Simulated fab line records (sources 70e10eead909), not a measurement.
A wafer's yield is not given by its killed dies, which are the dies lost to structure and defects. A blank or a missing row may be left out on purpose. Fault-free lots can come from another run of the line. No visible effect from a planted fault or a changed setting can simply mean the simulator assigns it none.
fab line records -- flow nand_harc
record: lots: 4, wafers: 12, last_day: 32
route steps=1302 shown A_ONON_D1@438 A_CHANNEL_HOLE_D1@450 END@1302
lots that met no fault: taken from a fault-free run of the same line
start_h: hours from the record's first day to the start of the lot's first wafer shown -- wait_h: hours since the lot's step before -- " identical to the entry in the row above -- L1.1+2: a row that stands for several wafers -- - no value, or no start was given -- * or withheld: withheld -- < > ~ a bound
route shown NAME@n: names a module that has steps shown in the file, with the first one's number in the route -- usual: mean/standard deviation of fault-free wafers -- same: alike in all rows -- chamber/n: place in a boat -- sites: per-site readings -- _std_site: standard deviation of those values -- _edge_site: mean of outer sites minus mean of inner sites -- radius_mm: how far each site lies from the wafer's centre -- mask NAME#n: copy n -- behind: the most recent tool/chamber to have shaped the wafer -- hold: what put the lot on hold/how long, in hours/how the hold closed -- device: transistor that didn't switch, given as n, p or np -- end of line: tests run on the same wafers once the route is complete -- a step given without rows: its recipe and nothing more -- killed: dies that structure and defects cost at the first sort, which is not the same as the wafer's yield -- map: the dies of a wafer, with x for killed, . for not killed, _ for no die there
set.NAME: the setting the step ran with; set.NAME@STEP: the setting that earlier step ran with -- model.NAME: the simulator's own value behind a step, which no gauge read
certain route steps with their lots: each step a table, each wafer a row
services: from which hour (start_h, from the record's first day; less than 0 if before it) a tool's chamber was out of use, for how many hours, and why
== steps ==
step: NHARC_A_ONON_D1_DEP_19
recipe: target_thk_a: 10000, n2_flow_sccm: 2750, n2o_flow_sccm: 2000, nh3_flow_sccm: 500, sih4_flow_sccm: 210, temp_c: 400
step: NHARC_A_ONON_D1_DEP_22
recipe: target_thk_a: 10000, n2_flow_sccm: 2750, n2o_flow_sccm: 2000, nh3_flow_sccm: 500, sih4_flow_sccm: 210, temp_c: 400
step: NHARC_A_ONON_D1_DEP_25
recipe: target_thk_a: 10000, n2_flow_sccm: 2750, n2o_flow_sccm: 2000, nh3_flow_sccm: 500, sih4_flow_sccm: 210, temp_c: 400
step: NHARC_A_ONON_D1_DEP_28
recipe: target_thk_a: 10000, n2_flow_sccm: 2750, n2o_flow_sccm: 2000, nh3_flow_sccm: 500, sih4_flow_sccm: 210, temp_c: 400
step: NHARC_A_ONON_D1_DEP_33
recipe: target_thk_a: 2000, temp_c: 400, pressure_torr: 6.5, rf_w: 900, teos_flow_sccm: 161.4, flow_sccm: 2650, target_thk_nm: 200, gas: O2, material: SiO2
step: NHARC_A_CHANNEL_HOLE_D1_DEP_00
recipe: target_thk_a: 31000, temp_c: 400, material: aC
usual: throttle_valve_pct: 34.999/0.0087
lot.wafer,tool,chamber,start_h,wait_h,throttle_valve_pct
L619.1,acl_dep-02,0,196.50,5.2,34.993
L619.2,acl_dep-02,0,196.50,5.2,35.005
L619.6,acl_dep-02,0,198.09,6.8,34.996
L629.2,acl_dep-01,0,276.68,0.4,35.011
L629.5,acl_dep-01,0,276.68,0.4,35.022
L629.6,acl_dep-01,0,276.68,0.4,34.995
L630.1,acl_dep-01,0,284.65,0.1,34.999
L630.4,acl_dep-01,0,284.65,0.1,34.996
L630.5,acl_dep-01,0,284.65,0.1,35.005
L639.2,acl_dep-01,0,385.01,3.2,34.998
L639.3,acl_dep-01,0,385.01,3.2,34.982
L639.5,acl_dep-01,0,385.01,3.2,34.987
step: NHARC_A_CHANNEL_HOLE_D1_DEP_01
recipe: target_thk_a: 1400, target_thk_nm: 140, temp_c: 400, pressure_torr: 3.5, flow_sccm: 200, rf_w: 350, material: SiON
step: NHARC_A_CHANNEL_HOLE_D1_DEHYDRATE_02
recipe: temp_c: 150, time_s: 120
step: NHARC_A_CHANNEL_HOLE_D1_HMDS_03
recipe: time_s: 30
step: NHARC_A_CHANNEL_HOLE_D1_COAT_36
recipe: temp_c: 260, time_s: 75
step: NHARC_A_CHANNEL_HOLE_D1_COAT_37
recipe: temp_c: 225, time_s: 65
step: NHARC_A_CHANNEL_HOLE_D1_COAT_04
recipe: spin_rpm: 1500, resist_thk_nm: 90
step: NHARC_A_CHANNEL_HOLE_D1_SOFTBAKE_05
recipe: temp_c: 105, time_s: 55
step: NHARC_A_CHANNEL_HOLE_D1_EBR_06
step: NHARC_A_CHANNEL_HOLE_D1_EXPOSE_07
recipe: na: 1.35, target_cd_nm: 100, sigma_outer: 0.3, dose_mj: 59.65, mask_id: HOLE_D1
step: NHARC_A_CHANNEL_HOLE_D1_PEB_08
recipe: peb_temp_c: 100, peb_time_s: 65
step: NHARC_A_CHANNEL_HOLE_D1_DEVELOP_09
recipe: develop_time_s: 35, dev_temp_c: 23
step: NHARC_A_CHANNEL_HOLE_D1_DESCUM_15
recipe: time_s: 3, o2_flow_sccm: 200, ar_flow_sccm: 0, bias_power_w: 0, chemistry: O2
step: NHARC_A_CHANNEL_HOLE_D1_ETCH_38
recipe: target_depth_a: 390, over_etch_frac: 0.3, time_s: 65, ion_energy_ev: 80, cf4_flow_sccm: 150, ar_flow_sccm: 0, rf_w: 300, bias_w: 100, chemistry: CF4
step: NHARC_A_CHANNEL_HOLE_D1_ETCH_39
recipe: target_depth_a: 2600, over_etch_frac: 0.3, time_s: 325, ion_energy_ev: 200, n2_flow_sccm: 150, h2_flow_sccm: 150, ar_flow_sccm: 0, rf_w: 400, bias_w: 150, chemistry: N2/H2
step: NHARC_A_CHANNEL_HOLE_D1_ETCH_34
recipe: target_depth_a: 1540, time_s: 77, cf4_flow_sccm: 100, chf3_flow_sccm: 30, ar_flow_sccm: 0, rf_w: 500, bias_w: 200, chemistry: CF4/CHF3
step: NHARC_A_CHANNEL_HOLE_D1_ETCH_16
recipe: target_depth_a: 31000, over_etch_frac: 0.3, time_s: 806, ion_energy_ev: 150, o2_flow_sccm: 400, cos_flow_sccm: 20, ar_flow_sccm: 0, rf_w: 500, bias_w: 300, chemistry: O2/COS
step: NHARC_A_CHANNEL_HOLE_D1_ETCH_19
recipe: bias_v: 1200, source_w: 2500, pressure_mtorr: 15, time_s: 34.5, ar_flow_sccm: 375, c4f8_flow_sccm: 28.8, o2_flow_sccm: 96.2, temp_c: -20, target_depth_a: *, chemistry: C4F8/O2/Ar
step: NHARC_A_CHANNEL_HOLE_D1_ETCH_20
recipe: bias_v: 3000, source_w: withheld, pressure_mtorr: 20, time_s: 361.9, ar_flow_sccm: 375, c4f8_flow_sccm: 89.3, o2_flow_sccm: 35.7, temp_c: -20, target_depth_a: 16000, chemistry: C4F8/O2/Ar
step: NHARC_A_CHANNEL_HOLE_D1_ETCH_21
recipe: bias_v: 3000, source_w: withheld, pressure_mtorr: 20, time_s: 514.3, ar_flow_sccm: 375, c4f8_flow_sccm: 89.3, o2_flow_sccm: 35.7, temp_c: -20, target_depth_a: 16000, chemistry: C4F8/O2/Ar
step: NHARC_A_CHANNEL_HOLE_D1_ETCH_22
recipe: bias_v: 3000, source_w: withheld, pressure_mtorr: 20, time_s: 666.7, ar_flow_sccm: 375, c4f8_flow_sccm: 89.3, o2_flow_sccm: 35.7, temp_c: -20, target_depth_a: 16000, chemistry: C4F8/O2/Ar
step: NHARC_A_CHANNEL_HOLE_D1_ETCH_23
recipe: bias_v: 5000, source_w: withheld, pressure_mtorr: 20, time_s: 819, ar_flow_sccm: 375, c4f8_flow_sccm: 89.3, o2_flow_sccm: 35.7, temp_c: -20, target_depth_a: 16000, chemistry: C4F8/O2/Ar
step: NHARC_A_CHANNEL_HOLE_D1_ETCH_24
recipe: bias_v: 5000, source_w: withheld, pressure_mtorr: 20, time_s: 906.2, ar_flow_sccm: 375, c4f8_flow_sccm: 93.8, o2_flow_sccm: 31.2, temp_c: -20, target_depth_a: 15000, chemistry: C4F8/O2/Ar
step: NHARC_A_CHANNEL_HOLE_D1_ETCH_25
recipe: bias_v: 5000, source_w: withheld, pressure_mtorr: 20, time_s: 1040.2, ar_flow_sccm: 375, c4f8_flow_sccm: 93.8, o2_flow_sccm: 31.2, temp_c: -20, target_depth_a: 15000, chemistry: C4F8/O2/Ar
step: NHARC_A_CHANNEL_HOLE_D1_ETCH_26
recipe: bias_v: 300, source_w: 2000, pressure_mtorr: 30, time_s: 224.1, ar_flow_sccm: 375, c4f8_flow_sccm: 11.4, o2_flow_sccm: 113.6, temp_c: -20, target_depth_a: 3000, chemistry: C4F8/O2/Ar
step: NHARC_A_CHANNEL_HOLE_D1_ETCH_33
recipe: bias_v: 400, source_w: 2000, pressure_mtorr: 25, time_s: 90, ar_flow_sccm: 375, c4f8_flow_sccm: 41.7, o2_flow_sccm: 83.3, temp_c: -20, target_depth_a: 4000, chemistry: C4F8/O2/Ar
step: NHARC_END_SORT_01
recipe: temp_c: 25
usual: killed_at_array: 59/17, killed_at_other: 0.9/1.6, killed_at_periphery: 3.7/2.3, killed_dies: 64/17, killed_open: 3.3/1.8, killed_short: 2.4/1.6
same: gross_dies: 677
lot.wafer,tool,chamber,start_h,wait_h,killed_at_array,killed_at_other,killed_at_periphery,killed_dies,killed_open,killed_short
L630.1,prober-02,0,676.72,2.5,676,1,0,677,2,1
L630.4,prober-02,0,679.10,3.4,670,0,7,677,4,2
L630.5,prober-02,0,679.89,3.7,675,0,2,677,6,1
L629.2,prober-01,0,677.54,2.8,675,1,1,677,1,2
L629.5,prober-01,0,679.95,3.7,670,0,7,677,5,1
L629.6,prober-01,0,680.75,4.0,674,1,2,677,3,1
killed by level:class
L630.1 A_CHANNEL_HOLE_D1:area_dep=596 A_SLIT:chamber_film_flake=30 A_CHANNEL_HOLE_D1:chamber_film_flake=27 A_CHANNEL_HOLE_D2:chamber_film_flake=16 A_STAIRCASE:chamber_film_flake=3 A_CHANNEL_FILL_D1:geometric_particle:open=1 A_M1:geometric_particle:open=1 STARTING-WAFER:geometric_particle:short=1
L629.2 A_CHANNEL_HOLE_D1:area_dep=619 A_CHANNEL_HOLE_D1:chamber_film_flake=35 A_CONTACT:chamber_film_flake=8 A_CHANNEL_HOLE_D2:chamber_film_flake=3 A_WL_FILL:chamber_film_flake=3 A_STAIRCASE:chamber_film_flake=2 A_DECK1_JOINT:geometric_particle:short=1 A_CHANNEL_HOLE_D2:geometric_particle:open=1
L630.4 A_CHANNEL_HOLE_D1:area_dep=577 A_SLIT:chamber_film_flake=34 A_CHANNEL_HOLE_D1:chamber_film_flake=30 A_CHANNEL_HOLE_D2:chamber_film_flake=17 A_STAIRCASE:chamber_film_flake=5 P_ZERO_WELL:chamber_film_flake=3 A_CHANNEL_FILL_D1:geometric_particle:open=2 P_GATE:chamber_film_flake=2
L630.5 A_CHANNEL_HOLE_D1:area_dep=586 A_CHANNEL_HOLE_D1:chamber_film_flake=37 A_SLIT:chamber_film_flake=26 A_CHANNEL_HOLE_D2:chamber_film_flake=12 A_STAIRCASE:chamber_film_flake=5 P_CONTACT:geometric_particle:open=1 A_CHANNEL_FILL_D1:geometric_particle:open=1 A_DECK1_JOINT:geometric_particle:open=1
L629.5 A_CHANNEL_HOLE_D1:area_dep=622 A_CHANNEL_HOLE_D1:chamber_film_flake=24 A_CONTACT:chamber_film_flake=9 A_STAIRCASE:chamber_film_flake=5 P_M2:chamber_film_flake=4 A_WL_FILL:chamber_film_flake=3 P_M0:geometric_particle:open=2 A_CHANNEL_HOLE_D2:chamber_film_flake=2
L629.6 A_CHANNEL_HOLE_D1:area_dep=621 A_CHANNEL_HOLE_D1:chamber_film_flake=32 A_CONTACT:chamber_film_flake=8 A_STAIRCASE:chamber_film_flake=5 A_CHANNEL_HOLE_D2:chamber_film_flake=3 A_CHANNEL_FILL_D2:geometric_particle:open=2 A_WL_FILL:chamber_film_flake=2 P_CONTACT:geometric_particle:open=1
map L629.2 (x killed, . not)
____________x____________
_________xxxxxxx_________
_______xxxxxxxxxxx_______
______xxxxxxxxxxxxx______
_____xxxxxxxxxxxxxxx_____
____xxxxxxxxxxxxxxxxx____
____xxxxxxxxxxxxxxxxx____
___xxxxxxxxxxxxxxxxxxx___
___xxxxxxxxxxxxxxxxxxx___
__xxxxxxxxxxxxxxxxxxxxx__
__xxxxxxxxxxxxxxxxxxxxx__
_xxxxxxxxxxxxxxxxxxxxxxx_
_xxxxxxxxxxxxxxxxxxxxxxx_
_xxxxxxxxxxxxxxxxxxxxxxx_
_xxxxxxxxxxxxxxxxxxxxxxx_
_xxxxxxxxxxxxxxxxxxxxxxx_
xxxxxxxxxxxxxxxxxxxxxxxxx
xxxxxxxxxxxxxxxxxxxxxxxxx
xxxxxxxxxxxxxxxxxxxxxxxxx
xxxxxxxxxxxxxxxxxxxxxxxxx
xxxxxxxxxxxxxxxxxxxxxxxxx
_xxxxxxxxxxxxxxxxxxxxxxx_
_xxxxxxxxxxxxxxxxxxxxxxx_
_xxxxxxxxxxxxxxxxxxxxxxx_
_xxxxxxxxxxxxxxxxxxxxxxx_
_xxxxxxxxxxxxxxxxxxxxxxx_
__xxxxxxxxxxxxxxxxxxxxx__
__xxxxxxxxxxxxxxxxxxxxx__
___xxxxxxxxxxxxxxxxxxx___
___xxxxxxxxxxxxxxxxxxx___
____xxxxxxxxxxxxxxxxx____
____xxxxxxxxxxxxxxxxx____
_____xxxxxxxxxxxxxxx_____
______xxxxxxxxxxxxx______
_______xxxxxxxxxxx_______
_________xxxxxxx_________
____________x____________
map L630.1 (x killed, . not)
____________x____________
_________xxxxxxx_________
_______xxxxxxxxxxx_______
______xxxxxxxxxxxxx______
_____xxxxxxxxxxxxxxx_____
____xxxxxxxxxxxxxxxxx____
____xxxxxxxxxxxxxxxxx____
___xxxxxxxxxxxxxxxxxxx___
___xxxxxxxxxxxxxxxxxxx___
__xxxxxxxxxxxxxxxxxxxxx__
__xxxxxxxxxxxxxxxxxxxxx__
_xxxxxxxxxxxxxxxxxxxxxxx_
_xxxxxxxxxxxxxxxxxxxxxxx_
_xxxxxxxxxxxxxxxxxxxxxxx_
_xxxxxxxxxxxxxxxxxxxxxxx_
_xxxxxxxxxxxxxxxxxxxxxxx_
xxxxxxxxxxxxxxxxxxxxxxxxx
xxxxxxxxxxxxxxxxxxxxxxxxx
xxxxxxxxxxxxxxxxxxxxxxxxx
xxxxxxxxxxxxxxxxxxxxxxxxx
xxxxxxxxxxxxxxxxxxxxxxxxx
_xxxxxxxxxxxxxxxxxxxxxxx_
_xxxxxxxxxxxxxxxxxxxxxxx_
_xxxxxxxxxxxxxxxxxxxxxxx_
_xxxxxxxxxxxxxxxxxxxxxxx_
_xxxxxxxxxxxxxxxxxxxxxxx_
__xxxxxxxxxxxxxxxxxxxxx__
__xxxxxxxxxxxxxxxxxxxxx__
___xxxxxxxxxxxxxxxxxxx___
___xxxxxxxxxxxxxxxxxxx___
____xxxxxxxxxxxxxxxxx____
____xxxxxxxxxxxxxxxxx____
_____xxxxxxxxxxxxxxx_____
______xxxxxxxxxxxxx______
_______xxxxxxxxxxx_______
_________xxxxxxx_________
____________x____________
== services ==
tool,chamber,start_h,hours,kind
acl_dep-01,-,189.13,13.0,pm
acl_dep-02,-,244.10,13.0,pm
acl_dep-02,-,370.74,5.0,repair
acl_dep-01,-,371.05,13.0,pm
== key ==
first_sign: step: NHARC_END_SORT_01, reading: killed_at_array, direction: up, sigmas: 37, usual: 59, struck: 673
effect: step: NHARC_END_SORT_01, reading: killed_dies, direction: up, sigmas: 36, usual: 64, struck: 677
more_kills_born_at: NHARC_A_CHANNEL_HOLE_D1_DEP_00@acl_dep-01: 3621
met_at NHARC_A_CHANNEL_HOLE_D1_DEP_00
struck_wafers L629.2,L629.5,L629.6,L630.1,L630.4,L630.5
later_rows_left_out L629.2,L629.5,L629.6,L630.1,L630.4,L630.5
tester_left_out L629,L630
fault: kind: process_parameter_drift, tool: acl_dep-01, chamber: 0, onset_h: 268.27, steps: NHARC_A_CHANNEL_HOLE_D1_DEP_00, channel: target_thk_a, offset: *, shape: step, end_h: 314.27, acts_in: *, stated: *
tester_left_out: of these lots the tester's yield and bins aren't shown, on N5 and GAA mostly nor the transistor test; their killed dies are dies lost to structure and defects alone, not to doping, threshold or leakage, so they don't give the yield
later_rows_left_out: the simulator's readings of these wafers behind a module that went badly wrong aren't trusted and aren't shown, but for the sort
